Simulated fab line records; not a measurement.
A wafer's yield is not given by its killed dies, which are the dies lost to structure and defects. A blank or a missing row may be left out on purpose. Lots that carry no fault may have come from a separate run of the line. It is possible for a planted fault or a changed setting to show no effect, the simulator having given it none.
What tool caused it? | flow nand-harc | at 1 step of a route of 1302, 12 lots with 36 wafers sampled

## WHAT THE GAUGES SHOWED, per wafer
NHARC_P_STI_OVL_MEAS_10.
lot  | measured     | on         | overlay-x-nm (nm)
L075 | day 3 07:20  | overlay-02 | -2 -2 -1
L077 | day 4 04:14  | overlay-01 | -11 -12 -11
L079 | day 4 21:51  | overlay-02 | 14 14 14
L081 | day 5 17:37  | overlay-01 | 0 -1 -1
L083 | day 6 16:25  | overlay-02 | -9 -9 -9
L085 | day 7 11:31  | overlay-01 | -10 -9 -9
L087 | day 8 04:45  | overlay-01 | -7 -8 -7
L089 | day 9 01:19  | overlay-01 | 10 10 10
L091 | day 9 20:39  | overlay-02 | -1 -1 -1
L093 | day 10 22:55 | overlay-02 | -4 -4 -4
L095 | day 11 13:02 | overlay-02 | -6 -6 -6
L097 | day 12 08:38 | overlay-02 | 10 11 11

## WHICH TOOL RAN EACH LOT (tool, then ch and the chambers of the sampled wafers, then the start)
There is no process step in the record ahead of these readings.

## THE ANSWER, worked out from the rows above alone
Rule: the usual values come from the lots themselves. The widest of any qualifying gaps counts: lots, ordered by their means at a reading, are off when they make up no more than a third of the lots, leave a main group of 4 or more, and stand apart from it by 3 or more times the standard deviation of that group's means. The tables above print the reading to a certain number of digits; a main group whose means all agree to those digits is not used. Also off: a lot with no number at a reading for which 4 or more lots have one. Any other lot the step has rows for is counted as sound.
No lot is off at any reading shown: from this, nothing can be told.

## WHAT THE SIMULATOR HAD PUT IN
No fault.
